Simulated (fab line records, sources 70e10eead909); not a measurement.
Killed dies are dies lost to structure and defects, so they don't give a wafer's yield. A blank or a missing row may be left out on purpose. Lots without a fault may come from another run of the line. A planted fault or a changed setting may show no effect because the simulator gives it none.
fab line records | flow nand_harc
record lots=7 wafers=19 last_day=33
route steps=1302 shown A_BLC@1110 END@1302
lots that met no fault: from a run of the same line without faults
start_h: hours from the record's first day to the start of the lot's first wafer shown | wait_h: hours since the lot's step before | " the same as in the row above | L1.1+2: a row that stands for several wafers | - no value, or no start given | * or withheld: withheld | < > ~ a bound
route shown NAME@n: a module of which the file shows steps, and the number in the route of the first | usual: mean/standard deviation of fault-free wafers | same: alike in all rows | chamber/n: place in a boat | sites: the reading at each site | _std_site: their standard deviation | _edge_site: outer sites' mean less inner sites' | radius_mm: how far each site lies from the wafer's centre | mask NAME#n: copy n | behind: the tool/chamber that last shaped the wafer | hold: why the lot was held/for how many hours/how that ended | device: the transistor (n, p or np) that didn't switch | end of line: the same wafers' tests at the end of the route | a step without rows: its recipe alone | killed: dies lost to structure and defects at the first sort, not the wafer's yield | map: a wafer's dies, x killed, . not, _ none there
set.NAME: the setting as run; set.NAME@STEP: as run at that earlier step | model.NAME: the simulator's own value behind a step, which no gauge read
lots at some steps of the route; a table a step, a row a wafer
services: from which hour (start_h, from the record's first day; less than 0 if before it) a tool's chamber was out of use, for how many hours, and why
## steps
# step NHARC_A_BLC_COAT_03
# recipe temp_c=225 time_s=65
# step NHARC_A_BLC_COAT_04
# recipe spin_rpm=1500 resist_thk_nm=90
# step NHARC_A_BLC_SOFTBAKE_05
# recipe temp_c=105 time_s=55
# step NHARC_A_BLC_EBR_06
# step NHARC_A_BLC_EXPOSE_07
# recipe na=1.35 target_cd_nm=100 dose_mj=67.97 mask_id=A_BLC
# step NHARC_A_BLC_PEB_08
# recipe peb_temp_c=100 peb_time_s=65
# step NHARC_A_BLC_DEVELOP_09
# recipe develop_time_s=35 dev_temp_c=23
# step NHARC_A_BLC_CD_MEAS_10
# recipe target_cd_nm=100 landing_energy_ev=500
# usual cd_nm=99.9/0.71
# columns lot.wafer tool chamber start_h wait_h cd_nm
L492.2 cd_sem-03 0 532.79 - 99.5
L492.3 " 0 " " 100.1
L492.6 " 0 " " 100.6
L500.3 cd_sem-02 0 617.53 - 100.0
L500.4 " 0 " " 100.2
L500.6 " 0 " " 100.9
L501.1 cd_sem-02 0 622.29 - 99.6
L501.2 " 0 " " 100.8
L501.6 " 0 " " 100.3
L510.1 cd_sem-01 0 705.35 - 99.4
L510.2 " 0 " " 100.6
L510.5 " 0 " " 100.2
L511.1 cd_sem-03 0 721.20 - 100.7
L511.4 " 0 " " 100.0
L513.2 cd_sem-02 0 728.73 - 100.5
L513.5 " 0 " " 98.4
L513.6 " 0 " " 98.8
L512.1 cd_sem-02 0 734.65 - 99.3
L512.3 " 0 " " 99.4
# step NHARC_A_BLC_OVL_MEAS_11
# usual overlay_x_nm=-0.2/0.94 overlay_y_nm=0.2/0.83
# columns lot.wafer tool chamber start_h wait_h overlay_x_nm overlay_y_nm
L492.2 overlay-01 - 532.87 - -1.1 0.7
L492.3 " - " " -0.8 0.0
L492.6 " - " " -1.3 -0.2
L500.3 overlay-02 - 617.61 - -0.4 -0.8
L500.4 " - " " -1.0 -0.3
L500.6 " - " " -0.7 -0.3
L501.1 overlay-01 - 622.38 - -0.3 2.4
L501.2 " - " " -0.4 2.3
L501.6 " - " " 0.1 1.8
L510.1 overlay-02 - 705.44 - -0.2 0.0
L510.2 " - " " -0.1 0.6
L510.5 " - " " -0.3 0.6
L511.1 overlay-01 - 721.29 - -0.1 -0.4
L511.4 " - " " -0.1 -0.4
L513.2 overlay-01 - 728.82 - 2.1 1.1
L513.5 " - " " 1.5 1.0
L513.6 " - " " 1.7 1.6
L512.1 overlay-02 - 734.74 - 0.1 0.1
L512.3 " - " " 0.0 -0.6
# step NHARC_A_BLC_INSPECT_12
# usual raw_defect_count=89/31
# columns lot.wafer tool chamber start_h wait_h raw_defect_count
L492.2 defect_inspect-01 - 532.91 0.0 95
L492.3 " - " " 116
L492.6 " - " " 96
L500.3 defect_inspect-02 - 617.65 0.0 66
L500.4 " - " " 79
L500.6 " - " " 80
L501.1 defect_inspect-02 - 622.42 0.0 46
L501.2 " - " " 44
L501.6 " - " " 47
L510.1 defect_inspect-02 - 705.47 0.0 113
L510.2 " - " " 119
L510.5 " - " " 132
L511.1 defect_inspect-01 - 721.33 0.0 81
L511.4 " - " " 85
L513.2 defect_inspect-01 - 728.85 0.0 81
L513.5 " - " " 78
L513.6 " - " " 76
L512.1 defect_inspect-02 - 734.78 0.0 99
L512.3 " - " " 87
# step NHARC_A_BLC_DESCUM_15
# recipe time_s=3 o2_flow_sccm=200 ar_flow_sccm=0 bias_power_w=0 chemistry=O2
# usual drypump_motor_current_A=5.7/0.54 mfc_ar_sccm=0.010/0.011 oes_product_au=1.003/0.01 rf_vpp_V=57.7/0.95 showerhead_plenum_p_Torr=1.89/0.084 throttle_valve_pct=11.310/0.0077
# same bias_power_w=0
# columns lot.wafer tool chamber start_h wait_h drypump_motor_current_A mfc_ar_sccm oes_product_au rf_hours_counter_h rf_vpp_V showerhead_plenum_p_Torr throttle_valve_pct
L492.3 rie_diel-13 3 532.98 0.1 6.3 0 0.999 0 58.3 2.03 11.310
L492.2 " 1 " " 6.3 0 1.006 0 57.9 1.95 11.295
L492.6 " 2 " " 5.5 0.019 0.997 - 56.3 1.77 11.311
L500.3 rie_diel-13 2 617.71 0.1 5.4 0.019 0.988 6 57.3 1.77 11.305
L500.4 " 0 " " 5.4 0.029 1.023 5 57.0 1.85 11.294
L500.6 " 2 " " 5.4 0.019 0.989 - 57.4 1.77 11.309
L501.2 rie_diel-13 2 622.49 0.1 5.5 0.019 0.995 7 58.2 1.77 11.308
L501.1 " 0 " " 5.4 0.029 1.022 6 57.3 1.85 11.313
L501.6 " 2 " " 5.5 0.019 1.000 - 57.1 1.77 11.306
L510.1 rie_diel-13 1 705.54 0.1 6.3 0 1.012 0 58.0 1.94 11.310
L510.2 " 3 " " 6.3 0 1.001 0 57.2 2.02 11.299
L510.5 " 0 " " 5.4 0.029 1.000 - 58.5 1.85 11.309
L511.1 rie_diel-13 3 721.39 0.1 6.3 0 1.001 1 59.3 2.02 11.304
L511.4 " 2 " " 5.5 0.019 1.003 2 57.4 1.77 11.319
L513.2 rie_diel-11 0 728.91 0.1 5.4 0.011 1.013 9 58.1 1.95 11.321
L513.5 " 0 " " 5.4 0.011 1.013 - 57.3 1.95 11.313
L513.6 " 1 " " 5.5 0.022 1.010 - 57.5 1.78 11.315
L512.1 rie_diel-13 1 734.86 0.1 6.4 0 1.011 2 57.7 1.94 11.303
L512.3 " 2 " " 5.5 0.019 0.985 2 56.8 1.77 11.318
# step NHARC_A_BLC_ETCH_16
# recipe target_depth_a=390 over_etch_frac=0.3 time_s=65 ion_energy_ev=80 cf4_flow_sccm=150 ar_flow_sccm=0 rf_w=300 bias_w=100 chemistry=CF4
# usual drypump_motor_current_A=5.7/0.54 mfc_ar_sccm=0.010/0.011 oes_product_au=1.002/0.011 rf_fwd_power_W=297.6/1.4 rf_vpp_V=150.9/1.3 showerhead_plenum_p_Torr=1.75/0.075 throttle_valve_pct=13.283/0.009
# columns lot.wafer tool chamber start_h wait_h drypump_motor_current_A mfc_ar_sccm oes_product_au rf_fwd_power_W rf_hours_counter_h rf_vpp_V showerhead_plenum_p_Torr throttle_valve_pct
L492.2 rie_diel-13 3 533.07 0.1 6.3 0 0.984 293.4 0 152.6 1.87 13.276
L492.3 " 2 " " 5.4 0.019 0.985 296.2 0 149.9 1.65 13.289
L492.6 " 2 " " 5.4 0.019 0.998 297.0 - 150.1 1.65 13.279
L500.3 rie_diel-13 3 617.80 0.1 6.3 0 0.992 294.9 6 153.1 1.87 13.276
L500.4 " 0 " " 5.4 0.029 1.006 297.5 5 151.4 1.71 13.283
L500.6 " 2 " " 5.4 0.019 0.987 298.9 - 150.6 1.65 13.283
L501.1 rie_diel-13 0 622.56 0.1 5.4 0.029 1.014 297.3 6 150.4 1.71 13.283
L501.2 " 2 " " 5.4 0.019 1.003 298.0 7 150.8 1.65 13.283
L501.6 " 1 " " 6.3 0 1.020 297.8 - 151.7 1.79 13.272
L510.2 rie_diel-13 3 705.62 0.1 6.3 0 1.007 294.9 0 151.3 1.86 13.291
L510.1 " 2 " " 5.4 0.019 0.998 296.9 0 150.2 1.64 13.287
L510.5 " 0 " " 5.4 0.029 0.986 296.9 - 149.6 1.71 13.278
L511.1 rie_diel-13 2 721.47 0.1 5.5 0.019 0.996 298.4 2 149.5 1.64 13.292
L511.4 " 3 " " 6.3 0 0.994 296.1 1 151.5 1.86 13.284
L513.2 rie_diel-11 3 729.01 0.1 6.4 0.005 0.991 298.1 9 150.4 1.72 13.292
L513.5 " 1 " " 5.5 0.022 1.009 298.0 - 150.6 1.65 13.285
L513.6 " 2 " " 4.8 0 0.981 298.9 - 151.4 1.77 13.276
L512.3 rie_diel-13 3 734.94 0.1 6.3 0 0.994 295.9 2 152.2 1.86 13.278
L512.1 " 0 " " 5.4 0.029 0.990 296.9 2 151.6 1.71 13.289
# step NHARC_A_BLC_ETCH_17
# recipe target_depth_a=3900 over_etch_frac=0.25 time_s=609.38 ion_energy_ev=200 n2_flow_sccm=150 h2_flow_sccm=150 ar_flow_sccm=0 rf_w=400 bias_w=150 chemistry=N2/H2
# usual drypump_motor_current_A=5.7/0.52 h2_flow_sccm=150.0/0.51 mfc_ar_sccm=0.011/0.011 oes_product_au=1.003/0.011 rf_fwd_power_W=399.6/1.1 rf_vpp_V=429.8/2.8 showerhead_plenum_p_Torr=2.01/0.096 throttle_valve_pct=14.172/0.0098
# columns lot.wafer tool chamber start_h wait_h drypump_motor_current_A h2_flow_sccm mfc_ar_sccm oes_product_au rf_fwd_power_W rf_hours_counter_h rf_vpp_V showerhead_plenum_p_Torr throttle_valve_pct
L492.2 rie_diel-13 2 533.24 - 5.5 150.3 0.019 0.991 400.4 0 426.2 1.88 14.151
L492.3 " 3 " " 6.3 151.0 0 0.993 398.6 0 434.3 2.17 14.183
L492.6 " 3 " " 6.3 150.3 0 0.990 400.8 - 433.3 2.17 14.176
L500.3 rie_diel-13 2 617.93 - 5.5 150.7 0.019 0.989 400.6 7 426.7 1.88 14.174
L500.4 " 3 " " 6.3 149.7 0 0.994 398.4 6 434.8 2.16 14.178
L500.6 " 1 " " 6.4 150.2 0 1.010 400.4 - 431.7 2.07 14.165
L501.1 rie_diel-13 2 622.66 - 5.5 149.9 0.019 0.996 396.9 7 425.4 1.88 14.183
L501.2 " 0 " " 5.4 150.3 0.029 1.008 399.2 6 427.2 1.97 14.151
L501.6 " 3 " " 6.3 149.4 0 0.993 398.6 - 432.0 2.16 14.170
L510.1 rie_diel-13 2 705.75 - 5.5 150.3 0.019 0.877 400.2 0 426.0 1.88 14.171
L510.2 " 3 " " 6.3 149.4 0 1.007 400.6 0 432.9 2.16 14.166
L510.5 " 1 " " 6.4 149.8 0 0.888 401.4 - 431.2 2.07 14.154
L511.1 rie_diel-13 2 721.56 - 5.5 150.6 0.019 0.870 399.6 2 427.0 1.88 14.181
L511.4 " 3 " " 6.3 149.9 0 1.015 399.9 1 435.7 2.16 14.181
L513.2 rie_diel-11 3 729.18 - 6.4 149.2 0.005 1.013 399.2 9 428.5 1.98 14.188
L513.5 " 1 " " 5.5 150.2 0.022 1.007 399.3 - 426.4 1.89 14.177
L513.6 " 2 " " 4.8 151.2 0 0.992 401.6 - 430.2 2.04 14.172
L512.3 rie_diel-13 2 735.02 - 5.5 150.5 0.019 0.993 398.1 2 425.4 1.88 14.164
L512.1 " 3 " " 6.3 149.8 0 0.873 399.7 2 435.0 2.16 14.157
# step NHARC_A_BLC_ETCH_18
# recipe target_depth_a=9100 c4f8_flow_sccm=20 o2_flow_sccm=10 ar_flow_sccm=withheld rf_w=600 bias_w=1500 chemistry=C4F8/O2/Ar
# usual oes_product_au=0.955/0.025 rf_fwd_power_W=599.2/1.8 rf_vpp_V=977/6
# columns lot.wafer tool chamber start_h wait_h oes_product_au rf_fwd_power_W rf_hours_counter_h rf_vpp_V
L492.2 rie_diel-13 2 - - 0.962 596.9 1 969
L492.3 " 1 " " 0.981 598.3 1 979
L492.6 " 3 " " 0.957 597.2 - 987
L500.3 rie_diel-13 0 - - 0.933 596.8 5 975
L500.4 " 1 " " 0.937 597.3 7 981
L500.6 " 3 " " 0.910 599.5 - 985
L501.2 rie_diel-13 0 - - 1.005 597.9 6 972
L501.1 " 1 " " 0.982 597.1 8 980
L501.6 " 1 " " 0.976 598.9 - 980
L510.1 rie_diel-13 3 - - 0.986 598.0 0 986
L510.2 " 1 " " 0.969 597.9 0 981
L510.5 " 2 " " 0.964 597.9 - 968
L511.1 rie_diel-13 3 - - 0.962 594.9 2 987
L511.4 " 0 " " 0.946 601.7 2 972
L513.2 rie_diel-11 1 - - 0.933 599.3 10 968
L513.6 " 3 " " 0.921 598.8 - 976
L513.5 " 0 " " 0.938 597.2 - 981
L512.3 rie_diel-13 0 - - 0.945 599.7 2 973
L512.1 " 3 " " 0.950 600.1 2 986
# step NHARC_END_SORT_01
# recipe temp_c=25
# usual killed_at_array=63/17 killed_at_other=0.8/1.1 killed_at_periphery=3.5/3 killed_dies=67/17 killed_open=3.1/1.6 killed_short=2.6/1.4
# same gross_dies=677
# columns lot.wafer tool chamber start_h wait_h killed_at_array killed_at_other killed_at_periphery killed_dies killed_open killed_short
L492.2 prober-02 0 573.65 2.8 72 0 3 75 6 5
L492.3 prober-02 0 574.45 3.1 72 0 2 74 2 4
L492.6 prober-02 0 576.86 4.0 69 0 4 73 1 1
L500.3 prober-01 0 665.22 3.1 58 0 0 58 2 4
L500.4 prober-01 0 666.02 3.4 65 0 1 66 1 4
L500.6 prober-01 0 667.63 4.0 57 0 0 57 3 1
L510.1 prober-01 0 751.10 2.5 176 0 1 177 5 2
L510.2 prober-01 0 751.92 2.8 88 0 1 89 3 3
L510.5 prober-01 0 754.36 3.8 170 1 1 172 1 3
L511.1 prober-02 0 771.10 2.5 175 1 4 180 5 4
L511.4 prober-02 0 773.53 3.4 59 0 2 61 1 3
L512.1 prober-01 0 778.86 2.5 127 0 3 130 1 1
# killed by level:class
L492.2 A_CHANNEL_HOLE_D1:chamber_film_flake=24 A_SLIT:chamber_film_flake=18 A_CHANNEL_HOLE_D2:chamber_film_flake=12 A_CONTACT:chamber_film_flake=5 A_M1:chamber_film_flake=4 A_ONON_D2:geometric_particle:open=2 A_CHANNEL_FILL_D2:geometric_particle:short=2 P_GATE:geometric_particle:short=1
L492.3 A_CHANNEL_HOLE_D1:chamber_film_flake=32 A_SLIT:chamber_film_flake=13 A_CHANNEL_HOLE_D2:chamber_film_flake=7 A_CONTACT:chamber_film_flake=4 A_STAIRCASE:chamber_film_flake=4 A_DECK1_JOINT:chamber_film_flake=2 A_M1:chamber_film_flake=2 P_M0:geometric_particle:short=1
L492.6 A_CHANNEL_HOLE_D1:chamber_film_flake=29 A_SLIT:chamber_film_flake=22 A_CHANNEL_HOLE_D2:chamber_film_flake=11 A_M1:chamber_film_flake=5 P_GATE:geometric_particle:open=1 P_GATE:geometric_particle:short=1 P_STI:chamber_film_flake=1 P_M0:chamber_film_flake=1
L500.3 A_SLIT:chamber_film_flake=27 A_CONTACT:chamber_film_flake=6 A_CHANNEL_HOLE_D1:chamber_film_flake=4 A_STAIRCASE:chamber_film_flake=3 A_WL_FILL:chamber_film_flake=3 A_BLC:chamber_film_flake=3 A_CHANNEL_FILL_D1:chamber_film_flake=2 A_CHANNEL_FILL_D2:chamber_film_flake=2
L500.4 A_SLIT:chamber_film_flake=41 A_CHANNEL_HOLE_D1:chamber_film_flake=6 A_STAIRCASE:chamber_film_flake=4 A_BLC:chamber_film_flake=4 A_CONTACT:chamber_film_flake=3 A_WL_FILL:chamber_film_flake=2 P_M0:geometric_particle:short=1 A_ONON_D2:geometric_particle:short=1
L500.6 A_SLIT:chamber_film_flake=32 A_CHANNEL_HOLE_D1:chamber_film_flake=6 A_STAIRCASE:chamber_film_flake=5 A_CONTACT:chamber_film_flake=4 A_CHANNEL_FILL_D1:chamber_film_flake=2 A_SOURCE_PLATE:geometric_particle:short=1 A_ONON_D2:geometric_particle:open=1 A_CHANNEL_FILL_D2:geometric_particle:open=1
L510.1 A_BLC:area_etch=95 A_CHANNEL_HOLE_D1:chamber_film_flake=31 A_SLIT:chamber_film_flake=29 A_CONTACT:chamber_film_flake=5 A_CHANNEL_HOLE_D2:chamber_film_flake=3 A_STAIRCASE:chamber_film_flake=2 A_ONON_D1:geometric_particle:short=1 A_ONON_D1:geometric_particle:open=1
L510.2 A_CHANNEL_HOLE_D1:chamber_film_flake=31 A_SLIT:chamber_film_flake=31 A_CHANNEL_HOLE_D2:chamber_film_flake=7 A_STAIRCASE:chamber_film_flake=6 A_CONTACT:chamber_film_flake=3 A_BLC:chamber_film_flake=3 A_CHANNEL_FILL_D2:chamber_film_flake=2 P_CONTACT:geometric_particle:open=1
L510.5 A_BLC:area_etch=68 A_SLIT:chamber_film_flake=39 A_CHANNEL_HOLE_D1:chamber_film_flake=35 A_CONTACT:chamber_film_flake=7 A_BLC:chamber_film_flake=5 A_DECK1_JOINT:chamber_film_flake=3 A_CHANNEL_HOLE_D2:chamber_film_flake=3 A_CHANNEL_FILL_D2:chamber_film_flake=2
L511.1 A_BLC:area_etch=114 A_CHANNEL_HOLE_D2:chamber_film_flake=21 A_CHANNEL_HOLE_D1:chamber_film_flake=11 A_CONTACT:chamber_film_flake=9 A_SLIT:chamber_film_flake=9 A_STAIRCASE:chamber_film_flake=3 P_GATE:chamber_film_flake=2 P_M0:geometric_particle:open=1
L511.4 A_CHANNEL_HOLE_D2:chamber_film_flake=28 A_CONTACT:chamber_film_flake=10 A_CHANNEL_HOLE_D1:chamber_film_flake=8 A_STAIRCASE:chamber_film_flake=4 A_SLIT:chamber_film_flake=3 A_ONON_D2:geometric_particle:short=2 P_GATE:chamber_film_flake=2 A_CHANNEL_FILL_D2:geometric_particle:short=1
L512.1 A_BLC:area_etch=75 A_SLIT:chamber_film_flake=33 A_CHANNEL_HOLE_D1:chamber_film_flake=12 P_GATE:chamber_film_flake=3 A_CHANNEL_HOLE_D2:chamber_film_flake=2 A_CONTACT:chamber_film_flake=2 A_CHANNEL_FILL_D1:geometric_particle:short=1 A_CHANNEL_FILL_D1:geometric_particle:open=1
# map L510.1 (x killed, . not)
____________.____________
_________.xx..x._________
_______.x.....xx.x_______
______x..x..xx...x.______
_____..x..x.....xx.x_____
____..x...x.......xx.____
____...x......xx...xx____
___.....x............x___
___.xx....x........x..___
__.............xxx...xx__
__...........x.........__
_................xx.xxxx_
_...............xx...x.x_
_..............x.xx.xxxx_
_.x...............xxx.x._
_...............x.x.x.xx_
................xxxx.x..x
.x...x.........x..xx.x...
x.......x..........xxx..x
x............x.xx..xx.x.x
x.............xxxx......x
_............xxxx.x.x..x_
_.............xxx..x.x.x_
_...x.x....x..xxxxx....x_
_x...x......xx..x..x..xx_
_xx..........x.x.x.....x_
__x..x......x.xxx...x.x__
__...x.................__
___x....xx.........xxx___
___xxx...........xx.xx___
____..............x.x____
____.x..x.........xxx____
_____x...x...x......_____
______xx.x...x.x..x______
_______xx......xx._______
_________.x...x._________
____________.____________
# map L511.1 (x killed, . not)
____________x____________
_________.xxx.xx_________
_______...x.x.xxxx_______
______xxxxxx.x.x..x______
_____..xxx......xx.x_____
____.x.x........x...x____
____xxxx....x....x.xx____
___xxxxxx.....x....x.x___
___.x..xx...........x.___
__x.x.xxx..x.........x.__
__x.............x.xxx..__
_.x..............x...xxx_
_...................xxxx_
_xxx................xxx._
_......................._
_..x...................._
...............x........x
..x.............x..x....x
xx...x......x..xx..x.x...
x.....x..x..x..........x.
x.........x.....x.xx....x
_xxx.....x.....x.x.x...._
_...x..........xx.xxx..x_
_x..xxx.........xxxx...._
_..x.x........xxxxxx...._
_.x.xx.....x..xxx.x...xx_
__...........x..x......__
__x.................x.x__
___.x.........x.....x.___
___x..x.........x.....___
____x.............x.x____
____x.xx......x.x..xx____
_____x..x..........x_____
______x.......xx...______
_______..x......xx_______
_________x.x..xx_________
____________x____________
## services
# columns tool chamber start_h hours kind
rie_diel-13 1 511.75 4.6 repair
rie_diel-13 - 519.29 9.0 pm
rie_diel-13 0 519.29 9.0 vent_cycle
rie_diel-13 1 519.29 9.0 vent_cycle
rie_diel-13 2 519.29 9.0 vent_cycle
rie_diel-13 3 519.29 9.0 vent_cycle
rie_diel-13 0 528.29 - clean
rie_diel-13 1 528.29 - clean
rie_diel-13 2 528.29 - clean
rie_diel-13 3 528.29 - clean
rie_diel-13 0 531.70 7.2 repair
rie_diel-13 0 552.79 - clean
rie_diel-13 1 552.79 - clean
rie_diel-13 2 552.79 - clean
rie_diel-13 3 552.79 - clean
rie_diel-13 0 577.29 - clean
rie_diel-13 1 577.29 - clean
rie_diel-13 2 577.29 - clean
rie_diel-13 - 600.70 1.2 repair
rie_diel-11 - 609.53 9.0 pm
rie_diel-11 2 664.23 8.1 repair
rie_diel-13 0 684.95 7.3 repair
rie_diel-13 - 696.29 9.0 pm
rie_diel-11 2 720.65 2.5 repair
## key
first_sign step=NHARC_A_BLC_ETCH_17 reading=oes_product_au direction=down sigmas=12 usual=1.003 struck=0.877
effect step=NHARC_END_SORT_01 reading=killed_at_array direction=up sigmas=5.7 usual=63 struck=162
more_kills_born_at NHARC_A_BLC_ETCH_17@rie_diel-13=352
met_at NHARC_A_BLC_ETCH_17
struck_wafers L510.1,L510.5,L511.1,L512.1
tester_left_out L510,L511,L512
onset_between 622.66 705.75
fault kind=process_parameter_drift tool=rie_diel-13 chamber=- onset_h=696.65 steps=NHARC_A_BLC_ETCH_17 channel=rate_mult offset=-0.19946 shape=step end_h=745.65 scope=struck_wafers_only
# tester_left_out: of these lots the tester's yield and bins aren't shown, on N5 and GAA mostly nor the transistor test; their killed dies are dies lost to structure and defects alone, not to doping, threshold or leakage, so they don't give the yield
